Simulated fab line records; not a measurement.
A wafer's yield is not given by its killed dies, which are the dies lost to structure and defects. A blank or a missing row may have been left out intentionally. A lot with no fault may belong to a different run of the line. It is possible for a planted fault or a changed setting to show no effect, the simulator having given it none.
Lot-split experiment -- flow n5 finfet -- 21 wafers read across 7 lots, on a route 1938 steps long

== THE SPLIT ITSELF ==
At N5_BEOL_M9_ILD_DEP_00 (deposits SiCOH lowk from DEMS/porogen, target thk 308.51 nm, time 58 s), the setting time s was moved away from the recipe's 58 s on 6 of the 21 wafers read, by -11.1% to +9.0%. For the rest of the wafers, this setting stayed at what the recipe calls for.

== FROM SPLIT TO READING: 1 step shown by the file between the two ==
- N5_BEOL_M9_CURE_71: cures SiCOH lowk, time 240 s

== THE READING ==
Values of M9_ILD_THK in nm from N5_BEOL_M9_THK_MEAS_01. Typical for fault-free wafers on this fab line: 269 nm, with standard deviation 3.4 nm.

wafer,"tool, chamber at the split","time s as run, s",against the recipe,"M9_ILD_THK, nm",against lot-mates on the recipe
L076.3,"pecvd-04, 2",58,recipe,265,-
L076.4,"pecvd-04, 1",58,recipe,270,-
L076.6,"pecvd-04, 2",61.05,+5.3%,284,+16
L075.1,"pecvd-02, 2",51.59,-11.1%,238,-29
L075.2,"pecvd-02, 0",58,recipe,267,-
L075.5,"pecvd-02, 2",51.59,-11.1%,242,-25
L082.1,"pecvd-04, 2",58,recipe,264,-
L082.4,"pecvd-04, 1",58,recipe,271,-
L082.6,"pecvd-04, 0",58,recipe,274,-
L084.1,"pecvd-02, 1",63.23,+9.0%,289,+21
L084.3,"pecvd-02, 0",63.23,+9.0%,294,+26
L084.4,"pecvd-02, 2",58,recipe,268,-
L086.2,"pecvd-03, 0",58,recipe,271,-
L086.3,"pecvd-03, 2",58,recipe,264,-
L086.6,"pecvd-03, 2",58,recipe,272,-
L091.3,"pecvd-02, 2",58,recipe,265,-
L091.4,"pecvd-02, 0",58,recipe,273,-
L091.6,"pecvd-02, 1",60.45,+4.2%,283,+14
L096.1,"pecvd-02, 2",58,recipe,269,-
L096.4,"pecvd-02, 0",58,recipe,274,-
L096.5,"pecvd-02, 2",58,recipe,276,-

FIT RESULTS
A straight line over all 21 wafers: M9_ILD_THK changes by +2.61 nm for each +1% of time s; r = +0.96; the points scatter about the line by 3.6 nm.
The same after taking each lot's own level away (the mean of its wafers on the recipe; 21 wafers): +2.57 nm for each +1%; r = +0.97; scatter 3.2 nm.
On that fit, the largest move of time s shifts the reading by 28 nm.
Across the lots, their own levels run from 267.0 to 273.0 nm, a range of 1.8 times the standard deviation given above.
The two slopes are in agreement: the lot-to-lot level therefore moves the slope only a little.
Check: for one of the wafers moved furthest among these (-11.1%), held out of the fit, the line's prediction against its lot-mates is -27.5 nm. It came out at -29 nm against them.

== THE WHOLE CHAIN: every reading that the file lists as answering this split, in the file's order ==
step,what it does,reading,change (the file's fit),r (the file's)
N5_BEOL_M9_ILD_DEP_00,"deposits SiCOH lowk from DEMS/porogen, target thk 308.51 nm, time 58 s","SiCOH_lowk_of_BEOL_M9_ILD_DEP_00.thk nm (the simulator's own value, which no gauge read)",+3 nm for each +1% of the setting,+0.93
N5_BEOL_M9_CURE_71,"cures SiCOH lowk, time 240 s","SiCOH_lowk_of_BEOL_M9_ILD_DEP_00.thk nm (the simulator's own value, which no gauge read)",+2.65 nm for each +1% of the setting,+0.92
N5_BEOL_M9_THK_MEAS_01,,M9_ILD_THK,+2.65 for each +1% of the setting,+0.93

== THE FILE'S OWN FIT ==
M9_ILD_THK changes by +2.65 nm for each +1% of time s, r = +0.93.
